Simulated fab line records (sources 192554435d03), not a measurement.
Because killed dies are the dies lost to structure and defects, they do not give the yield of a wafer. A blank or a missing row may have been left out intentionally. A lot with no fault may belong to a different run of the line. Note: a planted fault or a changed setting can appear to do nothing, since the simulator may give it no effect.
Problem report, 8D (eight disciplines) form, completed by code ; flow n5-finfet ; the parts of the form that need people (team, actions taken, sign-off) are left out

## 1. WHAT WENT WRONG
Across 3 wafers from 3 lots, GC_FILL_THK at N5_GATE_CUT_THK_MEAS_24 averages 163.4 nm, while fault-free wafers read 219.8 nm with a standard deviation of 2. Relative to the usual mean, that is a shift of -28 standard deviations.
Seen first at day 6 22:06 on film-metro-01, wafer L490.4. Wafers with a number at this step in the record: 24, from 9 lots. By rule, "out" or "out of limits" means more than 4 standard deviations away from the usual mean. All remaining wafers that have a number are taken as sound.

## 2. WHAT IT IS, WHAT IT ISN'T
question;is;is not
which readings at this step;GC_FILL_THK;-
which lots;L490, L491, L492;L482, L484, L495, L500, L501, L503
which wafers of those lots;L490.4, L491.4, L492.2;L490.1, L491.1, L492.3
read on which gauges;film-metro-01, film-metro-02;-
when;from day 6 22:06;"up to then (7 sound wafers); but 14 sound wafers of L491, L492, L495, L500, L501, L503 came after"

## 3. WHAT RULES OUT EACH SUSPECT
Counting: a tool at a process step up to the reading stays a suspect if it ran every lot that is out. Sound lots after the first of them don't rule it out here, since some wafers of a struck lot are sound.
- the gauge at N5_GATE_CUT_THK_MEAS_24 has been ruled out. Those wafers that are out were read across 2 gauges (film-metro-01, film-metro-02).
- pecvd-04 at N5_GATE_CUT_HM_DEP_46 (deposits SiO2 from TEOS/O2, target thk 130 nm, time 26.6 s): kept. It processed each lot that is out (first: L490, day 6 19:01); up to then, its last sound lot is L484 (day 5 06:19).
- rie-metal-03 at N5_GATE_CUT_CUT_ETCH_55 (etches HfO2 in BCl3, target depth 3.2 nm): kept. It processed each lot that is out (first: L490, day 6 19:59); up to then, its last sound lot is L482 (day 4 20:09).
- rie-metal-03 at N5_GATE_CUT_VAPOR_ETCH_49 (etches TiAlC in BCl3/Cl2): kept. It processed each lot that is out (first: L490, day 6 20:05); up to then, its last sound lot is L482 (day 4 20:14).
pecvd-04 at N5_GATE_CUT_HM_DEP_46, rie-metal-03 at N5_GATE_CUT_CUT_ETCH_55 and rie-metal-03 at N5_GATE_CUT_VAPOR_ETCH_49 are what is left after counting.

## 4. THE CAUSE (what the simulator had put in)
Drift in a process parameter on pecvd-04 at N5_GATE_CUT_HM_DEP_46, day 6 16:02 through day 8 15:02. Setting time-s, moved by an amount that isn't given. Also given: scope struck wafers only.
Counting leaves 3 suspects; this tool is one of them.

## 5. THE CHAIN OF EFFECTS, in route order
Rows list readings where the struck wafers' mean (over those with a number) sits beyond 3 standard deviations from the usual. Readings are gone through only where the record gives a usual standard deviation; hours: the median, over the lots, of the time from a lot's start at the first step in this table giving one to that lot's start at this step; sigmas: the change measured in usual standard deviations.
hours;step;reading;usual;on struck wafers;change;sigmas
0;N5_GATE_CUT_HM_OPEN_40;etch-rf-on-time-s;93.6 s;52.8;-40.8;-24
2;N5_GATE_CUT_THK_MEAS_24;GC_FILL_THK;219.8 nm;163.4;-56.4;-28
Its process steps:
- N5_GATE_CUT_HM_OPEN_40: chemistry C4F6/O2, target SiO2, target depth 139 nm, time 85.1 s.
Later steps that measure or inspect, where all struck wafers having a row at the step show a number for every such reading and not one has moved that far: N5_BEOL_M4_RC_MEAS_101.

## 6. HOW IT WOULD HAVE BEEN CAUGHT EARLIER
The first out-of-limits reading at a measuring or inspecting step in this record came at day 6 22:06, 6 hours after the fault's start at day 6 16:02.
No tool reading at N5_GATE_CUT_HM_DEP_46 that has a usual standard deviation in the record was out on any struck wafer, so an alarm limit of 4 standard deviations on those readings would not have fired.
Among the 3 lots that are out, L491, L492 began N5_GATE_CUT_HM_DEP_46 on pecvd-04 after day 6 22:06. A hold on the tool at that time would have spared those 2.
